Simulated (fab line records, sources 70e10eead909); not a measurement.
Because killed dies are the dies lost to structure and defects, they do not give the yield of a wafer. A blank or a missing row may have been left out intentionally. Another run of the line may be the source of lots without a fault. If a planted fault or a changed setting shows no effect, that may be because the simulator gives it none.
What tool caused it? | flow nand_harc | 11 lots with 33 wafers sampled at 2 steps, on a route of 1159 steps

== WHAT THE GAUGES READ, wafer by wafer ==
NHARC_P_M1_INSPECT_11.
lot  | measured     | on                | raw_defect_count
L592 | day 6 08:21  | defect_inspect-01 | 7 0 4
L593 | day 6 09:12  | defect_inspect-02 | 4 2 0
L595 | day 6 22:45  | defect_inspect-01 | 8 6 5
L596 | day 7 00:08  | defect_inspect-02 | 4 4 5
L599 | day 7 20:03  | defect_inspect-01 | 3 0 6
L600 | day 8 09:08  | defect_inspect-01 | 3 8 4
L601 | day 8 10:34  | defect_inspect-01 | 7 5 1
L604 | day 9 03:35  | defect_inspect-01 | 4 4 4
L602 | day 9 04:19  | defect_inspect-01 | 5 6 1
L608 | day 10 08:27 | defect_inspect-01 | 2 1 1
L612 | day 11 08:04 | defect_inspect-01 | 318 2 326

== EACH LOT AND THE TOOL THAT RAN IT (in order: tool; ch and the chambers of the sampled wafers; start) ==
lot  | NHARC_P_M0_PRE_CLEAN_31
L592 | pecvd-04 ch 1,2, day 6 07:03
L593 | pecvd-01 ch 0,1,2, day 6 07:32
L595 | pecvd-03 ch 0,2, day 6 21:17
L596 | pecvd-03 ch 0,1,2, day 6 22:32
L599 | pecvd-04 ch 0,1,2, day 7 18:46
L600 | pecvd-01 ch 0,1,2, day 8 07:40
L601 | pecvd-01 ch 0,1, day 8 09:15
L604 | pecvd-04 ch 1,2, day 9 01:59
L602 | pecvd-03 ch 0,1,2, day 9 02:53
L608 | pecvd-04 ch 0,1, day 10 07:01
L612 | pecvd-04 ch 1,2, day 11 06:38
- NHARC_P_M0_PRE_CLEAN_31: time 12 s.

== THE ANSWER, worked out from the rows above alone ==
Rule: the usual values come from the lots themselves. The widest of any qualifying gaps counts: lots, ordered by their means at a reading, are off when they make up no more than a third of the lots, leave a main group of 4 or more, and stand apart from it by 3 or more times the standard deviation of that group's means. A main group is skipped when, at the precision printed for the reading in the tables above, its means are all equal. Also off: a lot with no number at a reading for which 4 or more lots have one. All remaining lots with rows at the step are treated as sound.
Off, at NHARC_P_M1_INSPECT_11 on raw_defect_count: L612. Main group: mean 3.8, sd 1.4.
A tool fits if, at a process step before that reading, it ran every lot that is off, and no sound lot after the first of them. Gauges at NHARC_P_M1_INSPECT_11: tried the same way as those tools. Can't be told from this: 2 tools fit, pecvd-04 at NHARC_P_M0_PRE_CLEAN_31, defect_inspect-01 at NHARC_P_M1_INSPECT_11.

== WHAT THE SIMULATOR PUT IN ==
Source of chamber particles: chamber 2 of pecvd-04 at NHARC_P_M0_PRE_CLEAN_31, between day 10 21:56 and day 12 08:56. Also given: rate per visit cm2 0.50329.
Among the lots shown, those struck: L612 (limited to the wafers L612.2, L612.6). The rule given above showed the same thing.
